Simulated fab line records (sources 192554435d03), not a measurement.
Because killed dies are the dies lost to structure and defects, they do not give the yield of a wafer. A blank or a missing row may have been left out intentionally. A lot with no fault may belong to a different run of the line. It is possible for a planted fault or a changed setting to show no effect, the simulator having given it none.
fab line records / flow n5_finfet / part 2 of 2: steps 22 to 29 of 29
[record] lots = 5 wafers = 15 last_day = 19
route steps=1938 shown TV_OPEN@1887 PAD_METAL@1893 PASSIVATION@1897
lots that met no fault: from a run of the same line without faults
start_h: the number of hours between the record's first day and the start of the first shown wafer of the lot / wait_h: time in hours since the lot's previous step / " same as the row above / L1.1+2: a row that stands for several wafers / - no value present, or no start provided / * or withheld: withheld / < > ~ a bound
route shown NAME@n: names a module that has steps shown in the file, with the first one's number in the route / usual: mean/standard deviation taken from wafers without a fault / same: alike in all rows / chamber/n: place in a boat / sites: the reading at each site / _std_site: their standard deviation / _edge_site: inner sites' mean taken away from outer sites' mean / radius_mm: for every site, how far away it sits from the centre of the wafer / mask NAME#n: copy n / behind: the tool/chamber that last shaped the wafer / hold: what put the lot on hold/how long, in hours/how the hold closed / device: whichever transistor did not switch (one of n, p or np) / end of line: tests of these same wafers at the route's end / step lacking rows: just its recipe / killed: count of dies lost to structure and defects at first sort (not the wafer's yield) / map: per-die view of a wafer (x killed, . not killed, _ where there is no die)
set.NAME: the setting as run; set.NAME@STEP: as run at that earlier step / model.NAME: the simulator's own value behind a step, which no gauge read
lots at some steps of the route; a table a step, a row a wafer
services: when a tool's chamber went out of use (start_h, in hours from the record's first day, below 0 if earlier), for how many hours, and the reason
[[steps]]
[step N5_PASSIVATION_DESCUM_32]
[recipe] chemistry = O2 time_s = 7.9 source_power_w = 50 bias_power_w = 20 pressure_mtorr = 20 rf_frequency_hz = 2.712e+07 temp_c = 40 o2_flow_sccm = 225
[usual] drypump_motor_current_A = 5.50/0.24 oes_product_au = 0.77/0.085 rf_vpp_V = 243.0/1.4 showerhead_plenum_p_Torr = 2.08/0.069 throttle_valve_pct = 20.40/0.26
lot.wafer=L082.1 tool=rie_diel-03 chamber=3 start_h=334.19 wait_h=0.0 drypump_motor_current_A=5.25 oes_product_au=0.80 rf_hours_counter_h=101 rf_vpp_V=242.5 showerhead_plenum_p_Torr=2.11 throttle_valve_pct=20.76
lot.wafer=L082.3 tool=rie_diel-03 chamber=2 start_h=334.19 wait_h=0.0 drypump_motor_current_A=5.61 oes_product_au=0.70 rf_hours_counter_h=200 rf_vpp_V=241.8 showerhead_plenum_p_Torr=1.90 throttle_valve_pct=20.45
lot.wafer=L082.6 tool=rie_diel-03 chamber=2 start_h=334.19 wait_h=0.0 drypump_motor_current_A=5.61 oes_product_au=0.70 rf_hours_counter_h=- rf_vpp_V=239.9 showerhead_plenum_p_Torr=1.90 throttle_valve_pct=20.45
lot.wafer=L087.1 tool=rie_diel-03 chamber=2 start_h=389.22 wait_h=0.0 drypump_motor_current_A=5.60 oes_product_au=0.69 rf_hours_counter_h=217 rf_vpp_V=240.6 showerhead_plenum_p_Torr=1.89 throttle_valve_pct=20.50
lot.wafer=L087.3 tool=rie_diel-03 chamber=0 start_h=389.22 wait_h=0.0 drypump_motor_current_A=5.43 oes_product_au=0.69 rf_hours_counter_h=224 rf_vpp_V=243.8 showerhead_plenum_p_Torr=2.07 throttle_valve_pct=20.52
lot.wafer=L087.4 tool=rie_diel-03 chamber=3 start_h=389.22 wait_h=0.0 drypump_motor_current_A=5.31 oes_product_au=0.79 rf_hours_counter_h=117 rf_vpp_V=244.5 showerhead_plenum_p_Torr=2.11 throttle_valve_pct=20.80
lot.wafer=L088.3 tool=rie_diel-05 chamber=3 start_h=411.89 wait_h=0.2 drypump_motor_current_A=5.61 oes_product_au=0.79 rf_hours_counter_h=118 rf_vpp_V=243.7 showerhead_plenum_p_Torr=2.11 throttle_valve_pct=20.42
lot.wafer=L088.5 tool=rie_diel-05 chamber=3 start_h=411.89 wait_h=0.2 drypump_motor_current_A=5.60 oes_product_au=0.80 rf_hours_counter_h=- rf_vpp_V=242.8 showerhead_plenum_p_Torr=2.11 throttle_valve_pct=20.44
lot.wafer=L088.6 tool=rie_diel-05 chamber=0 start_h=411.89 wait_h=0.2 drypump_motor_current_A=5.12 oes_product_au=0.69 rf_hours_counter_h=- rf_vpp_V=244.5 showerhead_plenum_p_Torr=2.15 throttle_valve_pct=20.88
lot.wafer=L094.1 tool=rie_diel-05 chamber=3 start_h=433.51 wait_h=0.1 drypump_motor_current_A=5.61 oes_product_au=0.78 rf_hours_counter_h=126 rf_vpp_V=242.6 showerhead_plenum_p_Torr=2.10 throttle_valve_pct=20.44
lot.wafer=L094.4 tool=rie_diel-05 chamber=0 start_h=433.51 wait_h=0.1 drypump_motor_current_A=5.11 oes_product_au=0.69 rf_hours_counter_h=249 rf_vpp_V=243.7 showerhead_plenum_p_Torr=2.15 throttle_valve_pct=20.89
lot.wafer=L094.6 tool=rie_diel-05 chamber=2 start_h=433.51 wait_h=0.1 drypump_motor_current_A=5.92 oes_product_au=0.91 rf_hours_counter_h=- rf_vpp_V=242.5 showerhead_plenum_p_Torr=2.05 throttle_valve_pct=20.04
lot.wafer=L092.1 tool=rie_diel-06 chamber=2 start_h=456.86 wait_h=0.1 drypump_motor_current_A=5.28 oes_product_au=0.94 rf_hours_counter_h=26 rf_vpp_V=240.3 showerhead_plenum_p_Torr=2.05 throttle_valve_pct=19.99
lot.wafer=L092.2 tool=rie_diel-06 chamber=0 start_h=456.86 wait_h=0.1 drypump_motor_current_A=5.54 oes_product_au=0.90 rf_hours_counter_h=31 rf_vpp_V=245.8 showerhead_plenum_p_Torr=2.22 throttle_valve_pct=20.40
lot.wafer=L092.6 tool=rie_diel-06 chamber=3 start_h=456.86 wait_h=0.1 drypump_motor_current_A=5.32 oes_product_au=0.71 rf_hours_counter_h=- rf_vpp_V=241.2 showerhead_plenum_p_Torr=2.07 throttle_valve_pct=20.71
[step N5_PASSIVATION_AL_ETCH_33]
[recipe] chemistry = Cl2/BCl3 target_depth_a = 28000 over_etch_frac = 0.15 Cl2_flow_sccm = 180 bcl3_flow_sccm = 60 target = Al stop_on = TaN time_s = 466.7 ion_energy_ev = 100 pressure_mtorr = 10 icp_w = 900 bias_w = 100
[usual] bcl3_flow_sccm = 60.04/0.18 drypump_motor_current_A = 5.5/0.44 oes_product_au = 0.73/0.063 throttle_valve_pct = 34.18/0.19
lot.wafer=L082.1 tool=rie_metal-02 chamber=0 start_h=334.28 wait_h=0.1 bcl3_flow_sccm=60.33 drypump_motor_current_A=6.1 oes_product_au=0.72 rf_hours_counter_h=36 throttle_valve_pct=34.25
lot.wafer=L082.3 tool=rie_metal-02 chamber=0 start_h=334.28 wait_h=0.1 bcl3_flow_sccm=60.03 drypump_motor_current_A=6.0 oes_product_au=0.72 rf_hours_counter_h=- throttle_valve_pct=34.26
lot.wafer=L082.6 tool=rie_metal-02 chamber=0 start_h=334.28 wait_h=0.1 bcl3_flow_sccm=60.09 drypump_motor_current_A=6.1 oes_product_au=0.72 rf_hours_counter_h=- throttle_valve_pct=34.25
lot.wafer=L087.1 tool=rie_metal-01 chamber=1 start_h=389.30 wait_h=0.1 bcl3_flow_sccm=59.92 drypump_motor_current_A=5.0 oes_product_au=0.77 rf_hours_counter_h=16 throttle_valve_pct=34.02
lot.wafer=L087.3 tool=rie_metal-01 chamber=0 start_h=389.30 wait_h=0.1 bcl3_flow_sccm=59.96 drypump_motor_current_A=5.0 oes_product_au=0.71 rf_hours_counter_h=- throttle_valve_pct=34.16
lot.wafer=L087.4 tool=rie_metal-01 chamber=1 start_h=389.30 wait_h=0.1 bcl3_flow_sccm=60.14 drypump_motor_current_A=5.0 oes_product_au=0.76 rf_hours_counter_h=- throttle_valve_pct=34.05
lot.wafer=L088.3 tool=rie_metal-03 chamber=0 start_h=412.11 wait_h=0.2 bcl3_flow_sccm=60.09 drypump_motor_current_A=6.0 oes_product_au=0.80 rf_hours_counter_h=- throttle_valve_pct=33.97
lot.wafer=L088.5 tool=rie_metal-03 chamber=0 start_h=412.11 wait_h=0.2 bcl3_flow_sccm=60.07 drypump_motor_current_A=6.0 oes_product_au=0.80 rf_hours_counter_h=- throttle_valve_pct=33.95
lot.wafer=L088.6 tool=rie_metal-03 chamber=1 start_h=412.11 wait_h=0.2 bcl3_flow_sccm=59.71 drypump_motor_current_A=5.4 oes_product_au=0.66 rf_hours_counter_h=- throttle_valve_pct=34.50
lot.wafer=L094.1 tool=rie_metal-01 chamber=1 start_h=433.60 wait_h=0.1 bcl3_flow_sccm=60.23 drypump_motor_current_A=5.0 oes_product_au=0.75 rf_hours_counter_h=20 throttle_valve_pct=34.07
lot.wafer=L094.4 tool=rie_metal-01 chamber=0 start_h=433.60 wait_h=0.1 bcl3_flow_sccm=59.70 drypump_motor_current_A=5.0 oes_product_au=0.68 rf_hours_counter_h=- throttle_valve_pct=34.20
lot.wafer=L094.6 tool=rie_metal-01 chamber=0 start_h=433.60 wait_h=0.1 bcl3_flow_sccm=59.84 drypump_motor_current_A=5.0 oes_product_au=0.69 rf_hours_counter_h=- throttle_valve_pct=34.17
lot.wafer=L092.1 tool=rie_metal-02 chamber=1 start_h=456.94 wait_h=0.1 bcl3_flow_sccm=60.23 drypump_motor_current_A=5.0 oes_product_au=0.82 rf_hours_counter_h=7 throttle_valve_pct=34.12
lot.wafer=L092.2 tool=rie_metal-02 chamber=0 start_h=456.94 wait_h=0.1 bcl3_flow_sccm=59.95 drypump_motor_current_A=6.1 oes_product_au=0.70 rf_hours_counter_h=45 throttle_valve_pct=34.27
lot.wafer=L092.6 tool=rie_metal-02 chamber=0 start_h=456.94 wait_h=0.1 bcl3_flow_sccm=59.87 drypump_motor_current_A=6.0 oes_product_au=0.69 rf_hours_counter_h=- throttle_valve_pct=34.28
[step N5_PASSIVATION_ETCH_59]
[recipe] chemistry = Cl2/BCl3 target = TaN target_depth_a = 650 time_s = 34.9 ion_energy_ev = 100 pressure_mtorr = 10 icp_w = 900 bias_w = 100 Cl2_flow_sccm = 60 bcl3_flow_sccm = 30
[usual] bcl3_flow_sccm = 30.00/0.084 drypump_motor_current_A = 5.5/0.45 oes_product_au = 0.82/0.071 throttle_valve_pct = 20.99/0.18
lot.wafer=L082.1 tool=rie_metal-02 chamber=0 start_h=335.08 wait_h=0.7 bcl3_flow_sccm=29.98 drypump_motor_current_A=6.1 oes_product_au=0.79 rf_hours_counter_h=37 throttle_valve_pct=21.11
lot.wafer=L082.3 tool=rie_metal-02 chamber=0 start_h=335.08 wait_h=0.7 bcl3_flow_sccm=29.99 drypump_motor_current_A=6.1 oes_product_au=0.79 rf_hours_counter_h=- throttle_valve_pct=21.10
lot.wafer=L082.6 tool=rie_metal-02 chamber=0 start_h=335.08 wait_h=0.7 bcl3_flow_sccm=29.94 drypump_motor_current_A=6.1 oes_product_au=0.80 rf_hours_counter_h=- throttle_valve_pct=21.10
lot.wafer=L087.1 tool=rie_metal-01 chamber=1 start_h=389.70 wait_h=0.3 bcl3_flow_sccm=29.93 drypump_motor_current_A=5.0 oes_product_au=0.84 rf_hours_counter_h=17 throttle_valve_pct=20.93
lot.wafer=L087.3 tool=rie_metal-01 chamber=0 start_h=389.70 wait_h=0.3 bcl3_flow_sccm=29.89 drypump_motor_current_A=5.0 oes_product_au=0.77 rf_hours_counter_h=- throttle_valve_pct=21.05
lot.wafer=L087.4 tool=rie_metal-01 chamber=1 start_h=389.70 wait_h=0.3 bcl3_flow_sccm=29.77 drypump_motor_current_A=5.0 oes_product_au=0.84 rf_hours_counter_h=- throttle_valve_pct=20.95
lot.wafer=L088.3 tool=rie_metal-03 chamber=0 start_h=412.41 wait_h=0.2 bcl3_flow_sccm=29.97 drypump_motor_current_A=6.0 oes_product_au=0.90 rf_hours_counter_h=- throttle_valve_pct=20.74
lot.wafer=L088.5 tool=rie_metal-03 chamber=0 start_h=412.41 wait_h=0.2 bcl3_flow_sccm=29.99 drypump_motor_current_A=6.0 oes_product_au=0.90 rf_hours_counter_h=- throttle_valve_pct=20.72
lot.wafer=L088.6 tool=rie_metal-03 chamber=1 start_h=412.41 wait_h=0.2 bcl3_flow_sccm=29.86 drypump_motor_current_A=5.4 oes_product_au=0.74 rf_hours_counter_h=- throttle_valve_pct=21.26
lot.wafer=L094.1 tool=rie_metal-01 chamber=1 start_h=434.00 wait_h=0.3 bcl3_flow_sccm=30.04 drypump_motor_current_A=5.0 oes_product_au=0.83 rf_hours_counter_h=20 throttle_valve_pct=20.95
lot.wafer=L094.4 tool=rie_metal-01 chamber=0 start_h=434.00 wait_h=0.3 bcl3_flow_sccm=29.97 drypump_motor_current_A=5.0 oes_product_au=0.76 rf_hours_counter_h=- throttle_valve_pct=21.04
lot.wafer=L094.6 tool=rie_metal-01 chamber=0 start_h=434.00 wait_h=0.3 bcl3_flow_sccm=29.91 drypump_motor_current_A=5.0 oes_product_au=0.76 rf_hours_counter_h=- throttle_valve_pct=21.04
lot.wafer=L092.1 tool=rie_metal-02 chamber=1 start_h=457.34 wait_h=0.3 bcl3_flow_sccm=29.99 drypump_motor_current_A=5.0 oes_product_au=0.92 rf_hours_counter_h=8 throttle_valve_pct=20.83
lot.wafer=L092.2 tool=rie_metal-02 chamber=0 start_h=457.34 wait_h=0.3 bcl3_flow_sccm=29.95 drypump_motor_current_A=6.1 oes_product_au=0.77 rf_hours_counter_h=45 throttle_valve_pct=21.13
lot.wafer=L092.6 tool=rie_metal-02 chamber=0 start_h=457.34 wait_h=0.3 bcl3_flow_sccm=29.90 drypump_motor_current_A=6.1 oes_product_au=0.77 rf_hours_counter_h=- throttle_valve_pct=21.13
[step N5_PASSIVATION_STRIP_34]
[recipe] chemistry = O2 power_w = 600 temp_c = 60 pressure_mtorr = 30 rf_frequency_hz = 6e+07 bias_power_w = 0 overash_fraction = 2 o2_flow_sccm = 225
[usual] drypump_motor_current_A = 5.48/0.21 oes_product_au = 0.77/0.082 rf_vpp_V = 3.6/1.6 showerhead_plenum_p_Torr = 2.08/0.077 throttle_valve_pct = 16.70/0.25
lot.wafer=L082.1 tool=rie_diel-03 chamber=3 start_h=335.29 wait_h=0.2 drypump_motor_current_A=5.30 oes_product_au=0.81 rf_hours_counter_h=101 rf_vpp_V=7.4 showerhead_plenum_p_Torr=2.12 throttle_valve_pct=16.98
lot.wafer=L082.3 tool=rie_diel-03 chamber=1 start_h=335.29 wait_h=0.2 drypump_motor_current_A=5.44 oes_product_au=0.84 rf_hours_counter_h=93 rf_vpp_V=4.5 showerhead_plenum_p_Torr=2.11 throttle_valve_pct=16.32
lot.wafer=L082.6 tool=rie_diel-03 chamber=2 start_h=335.29 wait_h=0.2 drypump_motor_current_A=5.61 oes_product_au=0.70 rf_hours_counter_h=- rf_vpp_V=8.3 showerhead_plenum_p_Torr=1.90 throttle_valve_pct=16.77
lot.wafer=L087.1 tool=rie_diel-03 chamber=2 start_h=389.83 wait_h=0.1 drypump_motor_current_A=5.61 oes_product_au=0.69 rf_hours_counter_h=217 rf_vpp_V=1.6 showerhead_plenum_p_Torr=1.89 throttle_valve_pct=16.83
lot.wafer=L087.3 tool=rie_diel-03 chamber=3 start_h=389.83 wait_h=0.1 drypump_motor_current_A=5.33 oes_product_au=0.80 rf_hours_counter_h=117 rf_vpp_V=3.7 showerhead_plenum_p_Torr=2.11 throttle_valve_pct=16.97
lot.wafer=L087.4 tool=rie_diel-03 chamber=1 start_h=389.83 wait_h=0.1 drypump_motor_current_A=5.47 oes_product_au=0.82 rf_hours_counter_h=104 rf_vpp_V=1.2 showerhead_plenum_p_Torr=2.10 throttle_valve_pct=16.36
lot.wafer=L088.3 tool=rie_diel-06 chamber=0 start_h=412.50 wait_h=0.1 drypump_motor_current_A=5.54 oes_product_au=0.94 rf_hours_counter_h=14 rf_vpp_V=4.1 showerhead_plenum_p_Torr=2.23 throttle_valve_pct=16.52
lot.wafer=L088.5 tool=rie_diel-06 chamber=1 start_h=412.50 wait_h=0.1 drypump_motor_current_A=5.84 oes_product_au=0.71 rf_hours_counter_h=- rf_vpp_V=5.7 showerhead_plenum_p_Torr=2.08 throttle_valve_pct=16.31
lot.wafer=L088.6 tool=rie_diel-06 chamber=0 start_h=412.50 wait_h=0.1 drypump_motor_current_A=5.53 oes_product_au=0.91 rf_hours_counter_h=- rf_vpp_V=2.6 showerhead_plenum_p_Torr=2.23 throttle_valve_pct=16.56
lot.wafer=L094.1 tool=rie_diel-03 chamber=2 start_h=434.28 wait_h=0.2 drypump_motor_current_A=5.60 oes_product_au=0.68 rf_hours_counter_h=233 rf_vpp_V=1.4 showerhead_plenum_p_Torr=1.89 throttle_valve_pct=16.79
lot.wafer=L094.4 tool=rie_diel-03 chamber=1 start_h=434.28 wait_h=0.2 drypump_motor_current_A=5.42 oes_product_au=0.78 rf_hours_counter_h=120 rf_vpp_V=3.2 showerhead_plenum_p_Torr=2.10 throttle_valve_pct=16.36
lot.wafer=L094.6 tool=rie_diel-03 chamber=3 start_h=434.28 wait_h=0.2 drypump_motor_current_A=5.29 oes_product_au=0.76 rf_hours_counter_h=- rf_vpp_V=3.1 showerhead_plenum_p_Torr=2.11 throttle_valve_pct=17.03
lot.wafer=L092.1 tool=rie_diel-03 chamber=3 start_h=457.46 wait_h=0.1 drypump_motor_current_A=5.30 oes_product_au=0.78 rf_hours_counter_h=136 rf_vpp_V=3.5 showerhead_plenum_p_Torr=2.10 throttle_valve_pct=16.98
lot.wafer=L092.2 tool=rie_diel-03 chamber=1 start_h=457.46 wait_h=0.1 drypump_motor_current_A=5.45 oes_product_au=0.76 rf_hours_counter_h=127 rf_vpp_V=2.6 showerhead_plenum_p_Torr=2.10 throttle_valve_pct=16.35
lot.wafer=L092.6 tool=rie_diel-03 chamber=1 start_h=457.46 wait_h=0.1 drypump_motor_current_A=5.46 oes_product_au=0.80 rf_hours_counter_h=- rf_vpp_V=1.8 showerhead_plenum_p_Torr=2.10 throttle_valve_pct=16.35
[step N5_PASSIVATION_STRIP_51]
[recipe] chemistry = post_etch_residue_remover time_s = 1200 temp_c = 72.5
lot.wafer=L082.1+3+6 tool=wet_bench-06 chamber=4,7,6 start_h=335.36 wait_h=-
lot.wafer=L087.1+3+4 tool=wet_bench-05 chamber=0,6,4 start_h=389.89 wait_h=-
lot.wafer=L088.3+5+6 tool=wet_bench-01 chamber=2,5,6 start_h=412.57 wait_h=-
lot.wafer=L094.1+4+6 tool=wet_bench-05 chamber=6,5,0 start_h=434.38 wait_h=-
lot.wafer=L092.1+2+6 tool=wet_bench-06 chamber=0,6,1 start_h=457.53 wait_h=-
[step N5_PASSIVATION_CLEAN_69]
[recipe] chemistry = IPA time_s = 180 temp_c = 25
lot.wafer=L082.1+3+6 tool=wet_bench-06 chamber=4,7,6 start_h=335.73 wait_h=0.0
lot.wafer=L087.1+3+4 tool=wet_bench-05 chamber=0,6,4 start_h=390.23 wait_h=0.0
lot.wafer=L088.3+5+6 tool=wet_bench-01 chamber=2,5,6 start_h=412.90 wait_h=0.0
lot.wafer=L094.1+4+6 tool=wet_bench-05 chamber=6,5,0 start_h=434.71 wait_h=0.0
lot.wafer=L092.1+2+6 tool=wet_bench-06 chamber=0,6,1 start_h=457.86 wait_h=0.0
[step N5_PASSIVATION_SRD_70]
[recipe] dry = ipa_marangoni time_s = 30 temp_c = 23 rinse_liquid = diw
lot.wafer=L082.1+3+6 tool=wet_bench-06 chamber=4,7,6 start_h=335.78 wait_h=0.0
lot.wafer=L087.1+3+4 tool=wet_bench-05 chamber=0,6,4 start_h=390.28 wait_h=0.0
lot.wafer=L088.3+5+6 tool=wet_bench-01 chamber=2,5,6 start_h=412.95 wait_h=0.0
lot.wafer=L094.1+4+6 tool=wet_bench-05 chamber=6,5,0 start_h=434.77 wait_h=0.0
lot.wafer=L092.1+2+6 tool=wet_bench-06 chamber=0,6,1 start_h=457.91 wait_h=0.0
[step N5_PASSIVATION_PECVD_53]
[recipe] material = SiO2 target_thk_a = 8000 temp_c = 400 precursor = TEOS/O2 pressure_torr = 6.5 rf_w = withheld teos_flow_sccm = withheld gas = O2 flow_sccm = 2650 time_s = 169.4
lot.wafer=L082.1+3+6 tool=pecvd-01 chamber=2,1,1 start_h=335.83 wait_h=0.0
lot.wafer=L087.1+3+4 tool=pecvd-03 chamber=1,0,0 start_h=390.33 wait_h=0.0
lot.wafer=L088.3+5+6 tool=pecvd-03 chamber=2,1,2 start_h=413.00 wait_h=0.0
lot.wafer=L094.1+4+6 tool=pecvd-02 chamber=2,1,2 start_h=434.81 wait_h=0.0
lot.wafer=L092.1+2+6 tool=pecvd-02 chamber=0,1,0 start_h=457.96 wait_h=0.0
[[services]]
tool=krf_scanner-01 chamber=- start_h=310.03 hours=1.0 kind=pm
tool=rie_diel-06 chamber=2 start_h=311.68 hours=4.3 kind=repair
tool=rie_diel-06 chamber=- start_h=315.30 hours=0.9 kind=repair
tool=wet_bench-02 chamber=- start_h=329.07 hours=1.9 kind=pm
tool=wet_bench-04 chamber=- start_h=336.57 hours=1.6 kind=repair
tool=rie_diel-05 chamber=1 start_h=340.08 hours=4.4 kind=repair
tool=rie_diel-01 chamber=3 start_h=342.61 hours=28.4 kind=repair
tool=rie_diel-01 chamber=- start_h=343.93 hours=0.2 kind=repair
tool=rie_metal-02 chamber=- start_h=348.74 hours=14.6 kind=pm
tool=rie_diel-02 chamber=3 start_h=351.99 hours=7.2 kind=repair
tool=wet_bench-04 chamber=- start_h=354.21 hours=38.8 kind=repair
tool=krf_scanner-01 chamber=- start_h=367.23 hours=1.3 kind=pm
tool=rie_diel-03 chamber=1 start_h=369.64 hours=16.3 kind=repair
tool=rie_diel-04 chamber=2 start_h=404.85 hours=1.6 kind=repair
tool=rie_diel-02 chamber=2 start_h=407.57 hours=1.4 kind=repair
tool=rie_diel-01 chamber=- start_h=413.97 hours=2.1 kind=repair
tool=rie_diel-03 chamber=3 start_h=417.16 hours=6.7 kind=repair
tool=krf_scanner-01 chamber=- start_h=420.47 hours=0.8 kind=pm
tool=wet_bench-02 chamber=- start_h=424.98 hours=11.5 kind=repair
tool=krf_scanner-01 chamber=- start_h=425.81 hours=4.0 kind=pm
tool=rie_metal-02 chamber=- start_h=431.06 hours=2.8 kind=pm
tool=rie_diel-04 chamber=- start_h=436.28 hours=2.6 kind=repair
tool=pvd_sputter-02 chamber=- start_h=446.64 hours=2.0 kind=repair
tool=wet_bench-04 chamber=- start_h=451.90 hours=9.7 kind=repair
